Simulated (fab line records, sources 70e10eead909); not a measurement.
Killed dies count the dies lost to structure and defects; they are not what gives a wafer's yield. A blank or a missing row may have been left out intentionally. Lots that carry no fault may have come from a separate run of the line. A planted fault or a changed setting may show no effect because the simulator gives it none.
fab line records -- flow nand_harc -- part 1 of 2: steps 1 to 25 of 37
[record] lots = 5, wafers = 15, last_day = 33
route steps=1302 shown P_M1@316 P_M2@318 P_BONDPAD@351
lots with no fault: from the same line, run without faults
start_h: the number of hours between the record's first day and the start of the first shown wafer of the lot -- wait_h: hours since the lot's step before -- " repeats the value in the row above -- L1.1+2: a single row standing in for several wafers -- - either no value or no given start -- * or withheld: withheld -- < > ~ a bound
route shown NAME@n: names a module that has steps shown in the file, with the first one's number in the route -- usual: mean and standard deviation over wafers with no fault -- same: alike in all rows -- chamber/n: place in a boat -- sites: per-site readings -- _std_site: their standard deviation -- _edge_site: inner sites' mean taken away from outer sites' mean -- radius_mm: how far each site lies from the wafer's centre -- mask NAME#n: copy n -- behind: the most recent tool/chamber to have shaped the wafer -- hold: why the lot was held/for how many hours/how that ended -- device: whichever transistor did not switch (one of n, p or np) -- end of line: the tests these same wafers got at the end of their route -- a step given without rows: its recipe and nothing more -- killed: dies that structure and defects cost at the first sort, which is not the same as the wafer's yield -- map: dies across one wafer; x = killed, . = not, _ = none there
set.NAME: the setting the step ran with; set.NAME@STEP: the setting that earlier step ran with -- model.NAME: the simulator's own value behind a step, which no gauge read
lots at selected steps of the route; one table per step, one row per wafer
services: when a tool's chamber went out of use (start_h, in hours from the record's first day, below 0 if earlier), for how many hours, and the reason
[[steps]]
[step NHARC_P_M1_PRE_CLEAN_32]
[recipe] time_s = 12, temp_c = 370, rf_power_w = 300, gas = NH3
[usual] heater_power_w = 664/88
lot.wafer,tool,chamber,start_h,wait_h,heater_power_w
L079.1,pecvd-03,2,184.61,0.1,708
L079.3,pecvd-03,2,184.61,0.1,697
L079.5,pecvd-03,2,184.61,0.1,683
L080.2,pecvd-04,2,186.89,0.1,675
L080.1,pecvd-04,0,186.89,0.1,742
L080.6,pecvd-04,0,186.89,0.1,726
L090.2,pecvd-04,2,285.40,0.1,666
L090.4,pecvd-04,1,285.40,0.1,520
L090.5,pecvd-04,0,285.40,0.1,746
L093.2,pecvd-04,1,320.83,0.5,453
L093.5,pecvd-04,1,320.83,0.5,444
L093.4,pecvd-04,2,320.83,0.5,681
L096.1,pecvd-04,1,353.61,0.1,539
L096.3,pecvd-04,2,353.61,0.1,672
L096.5,pecvd-04,0,353.61,0.1,769
[step NHARC_P_M1_DEP_33]
[recipe] target_thk_a = 300, temp_c = 370, target_thk_nm = 30, pressure_torr = 3, flow_sccm = 200, rf_w = 450, material = SiCN
[usual] heater_power_w = 610/99
lot.wafer,tool,chamber,start_h,wait_h,heater_power_w
L079.1,pecvd-03,2,184.77,0.1,525
L079.3,pecvd-03,2,184.77,0.1,528
L079.5,pecvd-03,2,184.77,0.1,524
L080.2,pecvd-04,2,186.97,0.1,665
L080.1,pecvd-04,0,186.97,0.1,642
L080.6,pecvd-04,0,186.97,0.1,646
L090.2,pecvd-04,2,285.51,0.1,606
L090.4,pecvd-04,1,285.51,0.1,440
L090.5,pecvd-04,0,285.51,0.1,714
L093.2,pecvd-04,1,320.94,0.1,478
L093.5,pecvd-04,1,320.94,0.1,477
L093.4,pecvd-04,2,320.94,0.1,529
L096.1,pecvd-04,1,353.69,0.1,445
L096.3,pecvd-04,2,353.69,0.1,594
L096.5,pecvd-04,0,353.69,0.1,673
[step NHARC_P_M2_DEP_00]
[recipe] target_thk_a = 1825, target_thk_nm = 182.5, temp_c = withheld, pressure_torr = 5, flow_sccm = 200, rf_w = 600, material = SiOC
lot.wafer,tool,chamber,start_h,wait_h
L079.3+1+5,pecvd-02,"1,0,1",185.25,0.3
L080.1+2+6,pecvd-04,"1,0,2",-,-
L090.2+5+4,pecvd-04,"2,1,2",-,-
L093.2+5+4,pecvd-02,"0,1,2",321.38,-
L096.1+3+5,pecvd-02,"2,1,2",354.09,-
[step NHARC_P_M2_DEHYDRATE_01]
[recipe] temp_c = 150, time_s = 120
[usual] heater_power_total_W = 182.3/1.2
lot.wafer,tool,chamber,start_h,wait_h,heater_power_total_W
L079.1,litho_track-04,0,185.66,-,182.0
L079.3,litho_track-04,0,185.66,-,181.1
L079.5,litho_track-04,0,185.66,-,184.2
L080.1,litho_track-04,0,187.77,-,180.6
L080.2,litho_track-04,0,187.77,-,180.6
L080.6,litho_track-04,0,187.77,-,181.0
L090.2,litho_track-06,0,286.26,-,182.5
L090.4,litho_track-06,0,286.26,-,181.0
L090.5,litho_track-06,0,286.26,-,184.1
L093.2,litho_track-04,0,321.70,-,180.8
L093.4,litho_track-04,0,321.70,-,183.6
L093.5,litho_track-04,0,321.70,-,180.9
L096.1,litho_track-04,0,354.49,-,181.1
L096.3,litho_track-04,0,354.49,-,181.2
L096.5,litho_track-04,0,354.49,-,183.9
[step NHARC_P_M2_HMDS_02]
[recipe] time_s = 30
lot.wafer,tool,chamber,start_h,wait_h
L079.1+3+5,litho_track-04,0,-,-
L080.1+2+6,litho_track-04,0,-,-
L090.2+4+5,litho_track-06,0,-,-
L093.2+4+5,litho_track-04,0,-,-
L096.1+3+5,litho_track-04,0,-,-
[step NHARC_P_M2_COAT_34]
[recipe] temp_c = 200, time_s = 65
[usual] heater_power_total_W = 386.3/1.3
lot.wafer,tool,chamber,start_h,wait_h,heater_power_total_W
L079.1,litho_track-04,0,-,-,385.4
L079.3,litho_track-04,0,-,-,387.1
L079.5,litho_track-04,0,-,-,385.4
L080.1,litho_track-04,0,-,-,384.5
L080.2,litho_track-04,0,-,-,385.9
L080.6,litho_track-04,0,-,-,384.4
L090.2,litho_track-06,0,-,-,384.4
L090.4,litho_track-06,0,-,-,384.2
L090.5,litho_track-06,0,-,-,388.0
L093.2,litho_track-04,0,-,-,387.9
L093.4,litho_track-04,0,-,-,384.1
L093.5,litho_track-04,0,-,-,384.3
L096.1,litho_track-04,0,-,-,388.0
L096.3,litho_track-04,0,-,-,384.7
L096.5,litho_track-04,0,-,-,386.7
[step NHARC_P_M2_COAT_03]
[recipe] spin_rpm = 1500, resist_thk_nm = 90
[usual] dispense_pressure_kPa = 53.2/2.8
lot.wafer,tool,chamber,start_h,wait_h,dispense_pressure_kPa
L079.1,litho_track-04,0,-,-,51.0
L079.3,litho_track-04,0,-,-,51.0
L079.5,litho_track-04,0,-,-,51.0
L080.1,litho_track-04,0,-,-,51.0
L080.2,litho_track-04,0,-,-,51.0
L080.6,litho_track-04,0,-,-,51.0
L090.2,litho_track-06,0,-,-,57.1
L090.4,litho_track-06,0,-,-,57.1
L090.5,litho_track-06,0,-,-,57.1
L093.2,litho_track-04,0,-,-,51.0
L093.4,litho_track-04,0,-,-,51.0
L093.5,litho_track-04,0,-,-,51.0
L096.1,litho_track-04,0,-,-,51.0
L096.3,litho_track-04,0,-,-,51.0
L096.5,litho_track-04,0,-,-,51.0
[step NHARC_P_M2_SOFTBAKE_04]
[recipe] temp_c = 105, time_s = 55
[usual] heater_power_total_W = 188.45/0.13
lot.wafer,tool,chamber,start_h,wait_h,heater_power_total_W
L079.1,litho_track-04,0,-,-,188.36
L079.3,litho_track-04,0,-,-,188.36
L079.5,litho_track-04,0,-,-,188.49
L080.1,litho_track-04,0,-,-,188.46
L080.2,litho_track-04,0,-,-,188.32
L080.6,litho_track-04,0,-,-,188.36
L090.2,litho_track-06,0,-,-,188.46
L090.4,litho_track-06,0,-,-,188.69
L090.5,litho_track-06,0,-,-,188.33
L093.2,litho_track-04,0,-,-,188.43
L093.4,litho_track-04,0,-,-,188.32
L093.5,litho_track-04,0,-,-,188.32
L096.1,litho_track-04,0,-,-,188.39
L096.3,litho_track-04,0,-,-,188.46
L096.5,litho_track-04,0,-,-,188.25
[step NHARC_P_M2_EBR_05]
lot.wafer,tool,chamber,start_h,wait_h
L079.1+3+5,litho_track-04,0,-,-
L080.1+2+6,litho_track-04,0,-,-
L090.2+4+5,litho_track-06,0,-,-
L093.2+4+5,litho_track-04,0,-,-
L096.1+3+5,litho_track-04,0,-,-
[step NHARC_P_M2_EXPOSE_06]
[recipe] na = 1.35, target_cd_nm = 170, dose_mj = 80.78, mask_id = P_M2
[usual] stage_vel_mm_s = 499.95/0.24
lot.wafer,tool,chamber,start_h,wait_h,mask,stage_vel_mm_s
L079.1,arfi_scanner-02,0,185.94,-,P_M2#0,500.23
L079.3,arfi_scanner-02,0,185.94,-,P_M2#0,500.25
L079.5,arfi_scanner-02,0,185.94,-,P_M2#0,500.14
L080.1,arfi_scanner-02,0,187.93,-,P_M2#0,499.68
L080.2,arfi_scanner-02,0,187.93,-,P_M2#0,499.73
L080.6,arfi_scanner-02,0,187.93,-,P_M2#0,500.14
L090.2,arfi_scanner-03,0,286.56,-,P_M2#0,500.30
L090.4,arfi_scanner-03,0,286.56,-,P_M2#0,500.30
L090.5,arfi_scanner-03,0,286.56,-,P_M2#0,500.12
L093.2,arfi_scanner-03,0,321.87,-,P_M2#0,499.46
L093.4,arfi_scanner-03,0,321.87,-,P_M2#0,499.57
L093.5,arfi_scanner-03,0,321.87,-,P_M2#0,499.75
L096.1,arfi_scanner-03,0,354.78,-,P_M2#0,500.09
L096.3,arfi_scanner-03,0,354.78,-,P_M2#0,499.96
L096.5,arfi_scanner-03,0,354.78,-,P_M2#0,499.64
[step NHARC_P_M2_PEB_07]
[recipe] peb_temp_c = 100, peb_time_s = 65
[usual] heater_power_total_W = 156.6/0.4
lot.wafer,tool,chamber,start_h,wait_h,heater_power_total_W
L079.1,litho_track-01,0,186.01,0.1,156.9
L079.3,litho_track-01,0,186.01,0.1,156.7
L079.5,litho_track-01,0,186.01,0.1,156.9
L080.1,litho_track-01,0,187.99,0.1,156.4
L080.2,litho_track-01,0,187.99,0.1,156.9
L080.6,litho_track-01,0,187.99,0.1,156.9
L090.2,litho_track-01,0,286.61,0.1,156.2
L090.4,litho_track-01,0,286.61,0.1,156.5
L090.5,litho_track-01,0,286.61,0.1,157.2
L093.2,litho_track-06,0,321.92,0.1,157.0
L093.4,litho_track-06,0,321.92,0.1,156.8
L093.5,litho_track-06,0,321.92,0.1,157.1
L096.1,litho_track-04,0,354.84,0.1,156.7
L096.3,litho_track-04,0,354.84,0.1,156.6
L096.5,litho_track-04,0,354.84,0.1,157.0
[step NHARC_P_M2_DEVELOP_08]
[recipe] develop_time_s = 35, dev_temp_c = 23
lot.wafer,tool,chamber,start_h,wait_h
L079.1+3+5,litho_track-01,0,-,-
L080.1+2+6,litho_track-01,0,-,-
L090.2+4+5,litho_track-01,0,-,-
L093.2+4+5,litho_track-06,0,-,-
L096.1+3+5,litho_track-04,0,-,-
[step NHARC_P_M2_CD_MEAS_09]
[recipe] target_cd_nm = 170, landing_energy_ev = 500
[usual] cd_nm = 170.2/0.56
lot.wafer,tool,chamber,start_h,wait_h,cd_nm
L079.1,cd_sem-01,0,186.09,-,169.4
L079.3,cd_sem-01,0,186.09,-,170.9
L079.5,cd_sem-01,0,186.09,-,169.8
L080.1,cd_sem-02,0,188.07,-,170.5
L080.2,cd_sem-02,0,188.07,-,170.4
L080.6,cd_sem-02,0,188.07,-,170.5
L090.2,cd_sem-03,0,286.69,-,170.3
L090.4,cd_sem-03,0,286.69,-,170.0
L090.5,cd_sem-03,0,286.69,-,170.4
L093.2,cd_sem-01,0,322.01,-,170.2
L093.4,cd_sem-01,0,322.01,-,170.1
L093.5,cd_sem-01,0,322.01,-,170.4
L096.1,cd_sem-01,0,354.92,-,170.1
L096.3,cd_sem-01,0,354.92,-,170.4
L096.5,cd_sem-01,0,354.92,-,170.9
[step NHARC_P_M2_OVL_MEAS_10]
[recipe] pitch_nm = 340
[usual] overlay_x_nm = -0.2/1.1, overlay_y_nm = 0.0/0.93
lot.wafer,tool,chamber,start_h,wait_h,overlay_x_nm,overlay_y_nm
L079.1,overlay-01,-,186.17,-,1.9,0.1
L079.3,overlay-01,-,186.17,-,1.9,0.4
L079.5,overlay-01,-,186.17,-,1.7,0.1
L080.1,overlay-02,-,188.16,-,-0.2,0.3
L080.2,overlay-02,-,188.16,-,0.2,0.4
L080.6,overlay-02,-,188.16,-,-0.3,-0.5
L090.2,overlay-01,-,286.78,-,1.6,-1.2
L090.4,overlay-01,-,286.78,-,1.4,-0.7
L090.5,overlay-01,-,286.78,-,0.9,-0.2
L093.2,overlay-01,-,322.09,-,-0.4,-0.8
L093.4,overlay-01,-,322.09,-,-1.0,-0.9
L093.5,overlay-01,-,322.09,-,-0.3,-0.8
L096.1,overlay-01,-,355.01,-,0.2,1.4
L096.3,overlay-01,-,355.01,-,0.2,1.2
L096.5,overlay-01,-,355.01,-,-0.1,1.6
[step NHARC_P_M2_INSPECT_11]
[usual] raw_defect_count = 5.1/2.8
lot.wafer,tool,chamber,start_h,wait_h,raw_defect_count
L079.1,defect_inspect-01,-,186.21,0.0,5
L079.3,defect_inspect-01,-,186.21,0.0,4
L079.5,defect_inspect-01,-,186.21,0.0,3
L080.1,defect_inspect-01,-,188.20,0.0,6
L080.2,defect_inspect-01,-,188.20,0.0,5
L080.6,defect_inspect-01,-,188.20,0.0,5
L090.2,defect_inspect-01,-,286.82,0.0,3
L090.4,defect_inspect-01,-,286.82,0.0,7
L090.5,defect_inspect-01,-,286.82,0.0,7
L093.2,defect_inspect-01,-,322.13,0.0,1
L093.4,defect_inspect-01,-,322.13,0.0,6
L093.5,defect_inspect-01,-,322.13,0.0,2
L096.1,defect_inspect-01,-,355.04,0.0,7
L096.3,defect_inspect-01,-,355.04,0.0,5
L096.5,defect_inspect-01,-,355.04,0.0,4
[step NHARC_P_M2_DESCUM_14]
[recipe] time_s = 3, o2_flow_sccm = 200, ar_flow_sccm = 0, bias_power_w = 0, chemistry = O2
[usual] drypump_motor_current_A = 5.4/0.47, oes_product_au = 0.996/0.015, rf_vpp_V = 57.9/0.88, showerhead_plenum_p_Torr = 1.94/0.073, throttle_valve_pct = 11.313/0.0085
lot.wafer,tool,chamber,start_h,wait_h,drypump_motor_current_A,oes_product_au,rf_hours_counter_h,rf_vpp_V,showerhead_plenum_p_Torr,throttle_valve_pct
L079.1,rie_diel-13,1,186.28,0.1,4.8,0.987,0,57.8,1.99,11.320
L079.3,rie_diel-13,2,186.28,0.1,5.1,0.988,0,57.7,2.04,11.323
L079.5,rie_diel-13,1,186.28,0.1,4.8,0.991,-,59.0,1.99,11.303
L080.1,rie_diel-13,1,188.26,0.1,4.8,0.987,0,58.7,1.98,11.315
L080.2,rie_diel-13,0,188.26,0.1,5.1,0.992,0,57.4,1.79,11.321
L080.6,rie_diel-13,2,188.26,0.1,5.2,0.989,-,59.4,2.04,11.308
L090.4,rie_diel-13,3,286.88,0.1,5.8,0.990,5,56.4,1.94,11.313
L090.2,rie_diel-13,0,286.88,0.1,5.1,0.973,5,57.7,1.79,11.314
L090.5,rie_diel-13,3,286.88,0.1,5.8,0.993,-,58.8,1.94,11.319
L093.2,rie_diel-13,2,322.20,0.1,5.1,1.008,6,56.9,2.03,11.324
L093.4,rie_diel-13,3,322.20,0.1,5.8,1.016,6,58.0,1.94,11.325
L093.5,rie_diel-13,1,322.20,0.1,4.9,1.004,-,59.0,1.98,11.306
L096.1,rie_diel-02,2,355.11,0.1,6.5,0.979,5,57.4,1.89,11.304
L096.3,rie_diel-02,3,355.11,0.1,5.9,1.009,6,57.6,2.01,11.315
L096.5,rie_diel-02,3,355.11,0.1,6.0,1.005,-,58.6,2.01,11.318
[step NHARC_P_M2_ETCH_35]
[recipe] target_depth_a = 400, overetch_a = 120, time_s = 43.94, ion_energy_ev = 200, n2_flow_sccm = 150, h2_flow_sccm = 150, ar_flow_sccm = 0, rf_w = 400, bias_w = 150, chemistry = N2/H2
[usual] drypump_motor_current_A = 5.5/0.47, oes_product_au = 0.996/0.015, rf_vpp_V = 431.2/2.5, showerhead_plenum_p_Torr = 2.07/0.081, throttle_valve_pct = 14.171/0.0089
lot.wafer,tool,chamber,start_h,wait_h,drypump_motor_current_A,oes_product_au,rf_hours_counter_h,rf_vpp_V,showerhead_plenum_p_Torr,throttle_valve_pct
L079.1,rie_diel-13,3,186.36,0.1,5.8,0.988,0,431.2,2.07,14.162
L079.3,rie_diel-13,0,186.36,0.1,5.1,0.998,0,425.8,1.91,14.154
L079.5,rie_diel-13,3,186.36,0.1,5.8,0.986,-,431.4,2.07,14.169
L080.2,rie_diel-13,2,188.34,0.1,5.2,0.992,0,435.2,2.17,14.172
L080.1,rie_diel-13,0,188.34,0.1,5.1,0.994,0,426.8,1.91,14.171
L080.6,rie_diel-13,3,188.34,0.1,5.8,0.988,-,432.2,2.07,14.171
L090.4,rie_diel-13,2,286.96,0.1,5.1,0.998,5,434.0,2.17,14.172
L090.2,rie_diel-13,0,286.96,0.1,5.1,0.989,5,428.0,1.90,14.174
L090.5,rie_diel-13,3,286.96,0.1,5.8,1.003,-,431.1,2.07,14.166
L093.4,rie_diel-13,0,322.27,0.1,5.1,0.982,6,427.7,1.90,14.177
L093.2,rie_diel-13,3,322.27,0.1,5.8,1.000,6,431.1,2.07,14.169
L093.5,rie_diel-13,0,322.27,0.1,5.1,0.984,-,427.6,1.90,14.174
L096.1,rie_diel-02,0,355.21,0.1,5.3,1.009,7,433.9,2.14,14.172
L096.3,rie_diel-02,3,355.21,0.1,5.9,1.008,6,432.9,2.15,14.160
L096.5,rie_diel-02,2,355.21,0.1,6.6,0.970,-,428.9,2.02,14.154
[step NHARC_P_M2_ETCH_15]
[recipe] target_depth_a = 1825, time_s = 91.2, c4f8_flow_sccm = withheld, ar_flow_sccm = 400, rf_w = 600, bias_w = 300, chemistry = C4F8/Ar
[usual] oes_product_au = 0.937/0.025, rf_vpp_V = 441.5/2.5
lot.wafer,tool,chamber,start_h,wait_h,oes_product_au,rf_hours_counter_h,rf_vpp_V
L079.1,rie_diel-13,3,-,-,0.969,0,440.9
L079.3,rie_diel-13,0,-,-,0.961,0,436.5
L079.5,rie_diel-13,2,-,-,0.960,-,445.0
L080.1,rie_diel-13,1,-,-,0.948,0,443.0
L080.2,rie_diel-13,2,-,-,0.953,0,445.0
L080.6,rie_diel-13,1,-,-,0.943,-,443.0
L090.4,rie_diel-13,0,-,-,0.955,5,436.3
L090.2,rie_diel-13,2,-,-,0.981,5,444.1
L090.5,rie_diel-13,1,-,-,0.978,-,441.0
L093.4,rie_diel-13,2,-,-,0.934,6,443.9
L093.2,rie_diel-13,1,-,-,0.923,7,443.2
L093.5,rie_diel-13,3,-,-,0.940,-,442.8
L096.3,rie_diel-02,3,-,-,0.920,6,444.2
L096.1,rie_diel-02,0,-,-,0.918,8,442.3
L096.5,rie_diel-02,2,-,-,0.902,-,441.5
[step NHARC_P_M2_CD_MEAS_16]
[usual] cd_nm = 170.1/1.1
lot.wafer,tool,chamber,start_h,wait_h,cd_nm
L079.1,cd_sem-03,-,186.57,-,170.1
L079.3,cd_sem-03,-,186.57,-,171.8
L079.5,cd_sem-03,-,186.57,-,170.8
L080.1,cd_sem-02,-,188.56,-,170.9
L080.2,cd_sem-02,-,188.56,-,171.5
L080.6,cd_sem-02,-,188.56,-,172.5
L090.2,cd_sem-02,-,287.18,-,170.6
L090.4,cd_sem-02,-,287.18,-,169.7
L090.5,cd_sem-02,-,287.18,-,170.3
L093.2,cd_sem-01,-,322.50,-,170.5
L093.4,cd_sem-01,-,322.50,-,169.3
L093.5,cd_sem-01,-,322.50,-,169.3
L096.1,cd_sem-02,-,355.46,-,170.0
L096.3,cd_sem-02,-,355.46,-,170.5
L096.5,cd_sem-02,-,355.46,-,171.5
[step NHARC_P_M2_STRIP_18]
[recipe] power_w = 1000, n2_flow_sccm = 150, h2_flow_sccm = 150, ar_flow_sccm = 0, bias_w = 0, chemistry = N2/H2
[usual] drypump_motor_current_A = 5.6/0.57, oes_product_au = 0.997/0.015, rf_vpp_V = 90.8/0.99, showerhead_plenum_p_Torr = 2.06/0.091, throttle_valve_pct = 14.173/0.0095
lot.wafer,tool,chamber,start_h,wait_h,drypump_motor_current_A,oes_product_au,rf_hours_counter_h,rf_vpp_V,showerhead_plenum_p_Torr,throttle_valve_pct
L079.3,rie_diel-13,3,186.68,0.1,5.8,0.992,0.3,91.7,2.07,14.172
L079.1,rie_diel-13,0,186.68,0.1,5.1,0.990,0.3,89.5,1.91,14.182
L079.5,rie_diel-13,3,186.68,0.1,5.8,0.990,-,90.8,2.07,14.169
L080.1,rie_diel-02,3,188.64,0.1,5.9,1.006,6.5,92.7,2.15,14.180
L080.2,rie_diel-02,2,188.64,0.1,6.6,0.981,6.9,91.4,2.02,14.177
L080.6,rie_diel-02,3,188.64,0.1,5.9,1.012,-,91.0,2.15,14.187
L090.2,rie_diel-04,1,287.26,0.1,5.7,1.013,8.6,90.5,1.99,14.164
L090.4,rie_diel-04,0,287.26,0.1,6.2,0.989,6.1,89.5,2.09,14.165
L090.5,rie_diel-04,2,287.26,0.1,5.8,0.985,-,91.3,2.12,14.173
L093.4,rie_diel-13,3,322.57,0.1,5.8,0.999,6.5,90.4,2.07,14.165
L093.2,rie_diel-13,2,322.57,0.1,5.1,1.006,6.5,90.0,2.17,14.175
L093.5,rie_diel-13,0,322.57,0.1,5.1,0.989,-,90.8,1.90,14.173
L096.1,rie_diel-13,3,355.56,0.1,5.8,0.989,0.1,93.0,2.07,14.167
L096.3,rie_diel-13,1,355.56,0.1,4.8,0.970,0.1,91.1,2.12,14.168
L096.5,rie_diel-13,2,355.56,0.1,5.2,0.977,-,90.4,2.17,14.183
[step NHARC_P_M2_ETCH_28]
[recipe] target_depth_a = 300, over_etch_frac = 0.3, time_s = 72.99, ion_energy_ev = 150, cf4_flow_sccm = 50, n2_flow_sccm = 100, ar_flow_sccm = 150, rf_w = 300, bias_w = 100, chemistry = CF4/N2
[usual] drypump_motor_current_A = 5.6/0.59, oes_product_au = 0.997/0.015, rf_vpp_V = 314.4/1.9, showerhead_plenum_p_Torr = 2.64/0.11, throttle_valve_pct = 19.795/0.0099
lot.wafer,tool,chamber,start_h,wait_h,drypump_motor_current_A,oes_product_au,rf_hours_counter_h,rf_vpp_V,showerhead_plenum_p_Torr,throttle_valve_pct
L079.1,rie_diel-13,1,-,-,4.9,0.986,0.3,314.9,2.72,19.800
L079.3,rie_diel-13,2,-,-,5.1,0.983,0.2,317.8,2.79,19.788
L079.5,rie_diel-13,0,-,-,5.1,0.990,-,310.5,2.47,19.806
L080.1,rie_diel-02,1,-,-,6.7,1.029,6.8,310.7,2.45,19.795
L080.2,rie_diel-02,3,-,-,6.0,1.017,6.6,316.6,2.75,19.784
L080.6,rie_diel-02,2,-,-,6.6,0.988,-,313.8,2.60,19.789
L090.4,rie_diel-04,3,-,-,5.1,0.978,8.3,314.4,2.59,19.789
L090.2,rie_diel-04,1,-,-,5.7,1.023,8.7,313.7,2.57,19.791
L090.5,rie_diel-04,0,-,-,6.2,0.988,-,315.4,2.69,19.796
L093.4,rie_diel-13,1,-,-,4.8,0.991,7.3,315.1,2.72,19.798
L093.2,rie_diel-13,0,-,-,5.1,0.985,6.6,311.7,2.46,19.780
L093.5,rie_diel-13,1,-,-,4.8,1.001,-,316.3,2.72,19.791
L096.3,rie_diel-13,0,-,-,5.1,0.965,0.2,311.5,2.46,19.796
L096.1,rie_diel-13,1,-,-,4.9,0.982,0.1,313.8,2.72,19.811
L096.5,rie_diel-13,0,-,-,5.1,0.987,-,311.8,2.46,19.796
[step NHARC_P_M2_STRIP_19]
[recipe] time_s = 600, temp_c = 30, chemistry = post_etch_residue_remover
lot.wafer,tool,chamber,start_h,wait_h
L079.5+3+1,wet_bench-08,"6,0,2",187.02,-
L080.6+2+1,wet_bench-10,"6,1,3",189.01,-
L090.4+5+2,wet_bench-10,"3,4,5",287.65,-
L093.5+4+2,wet_bench-10,"5,7,1",322.94,-
L096.5+3+1,wet_bench-08,"4,7,0",355.90,-
[step NHARC_P_M2_DEGAS_29]
[recipe] temp_c = 250, time_s = 60
[usual] heater_power_w = 332/43
lot.wafer,tool,chamber,start_h,wait_h,heater_power_w
L079.1,pvd_sputter-03,-,187.29,-,316
L079.3,pvd_sputter-03,-,187.29,-,376
L079.5,pvd_sputter-03,-,187.29,-,311
L080.2,pvd_sputter-03,-,189.28,-,304
L080.1,pvd_sputter-03,-,189.28,-,306
L080.6,pvd_sputter-03,-,189.28,-,291
L090.2,pvd_sputter-03,-,287.90,-,360
L090.4,pvd_sputter-03,-,287.90,-,304
L090.5,pvd_sputter-03,-,287.90,-,367
L093.4,pvd_sputter-02,-,323.20,-,397
L093.2,pvd_sputter-02,-,323.20,-,327
L093.5,pvd_sputter-02,-,323.20,-,393
L096.1,pvd_sputter-01,-,356.17,-,361
L096.3,pvd_sputter-01,-,356.17,-,280
L096.5,pvd_sputter-01,-,356.17,-,337
[step NHARC_P_M2_PRE_CLEAN_30]
[recipe] time_s = 30, temp_c = 280, gas = H2/He
[usual] heater_power_w = 407/54
lot.wafer,tool,chamber,start_h,wait_h,heater_power_w
L079.3,pvd_sputter-03,-,-,-,393
L079.1,pvd_sputter-03,-,-,-,398
L079.5,pvd_sputter-03,-,-,-,384
L080.2,pvd_sputter-03,-,-,-,453
L080.1,pvd_sputter-03,-,-,-,375
L080.6,pvd_sputter-03,-,-,-,396
L090.4,pvd_sputter-03,-,-,-,387
L090.2,pvd_sputter-03,-,-,-,370
L090.5,pvd_sputter-03,-,-,-,390
L093.4,pvd_sputter-02,-,-,-,398
L093.2,pvd_sputter-02,-,-,-,380
L093.5,pvd_sputter-02,-,-,-,397
L096.1,pvd_sputter-01,-,-,-,521
L096.3,pvd_sputter-01,-,-,-,423
L096.5,pvd_sputter-01,-,-,-,525
[step NHARC_P_M2_PVD_20]
[recipe] target_thk_a = 50, bias_v = 168.6, power_w = 15000, chamber_pressure_pa = 0.12, time_s = 8.06, substrate_temp_c = 50, material = TaN
[usual] throttle_valve_pct = 29.9/0.99
lot.wafer,tool,chamber,start_h,wait_h,throttle_valve_pct
L079.1,pvd_sputter-03,-,-,-,29.9
L079.3,pvd_sputter-03,-,-,-,29.3
L079.5,pvd_sputter-03,-,-,-,29.5
L080.2,pvd_sputter-03,-,-,-,30.5
L080.1,pvd_sputter-03,-,-,-,29.2
L080.6,pvd_sputter-03,-,-,-,30.3
L090.2,pvd_sputter-03,-,-,-,29.2
L090.4,pvd_sputter-03,-,-,-,30.3
L090.5,pvd_sputter-03,-,-,-,29.2
L093.4,pvd_sputter-02,-,-,-,27.5
L093.2,pvd_sputter-02,-,-,-,30.2
L093.5,pvd_sputter-02,-,-,-,29.9
L096.3,pvd_sputter-01,-,-,-,30.0
L096.1,pvd_sputter-01,-,-,-,30.4
L096.5,pvd_sputter-01,-,-,-,29.8
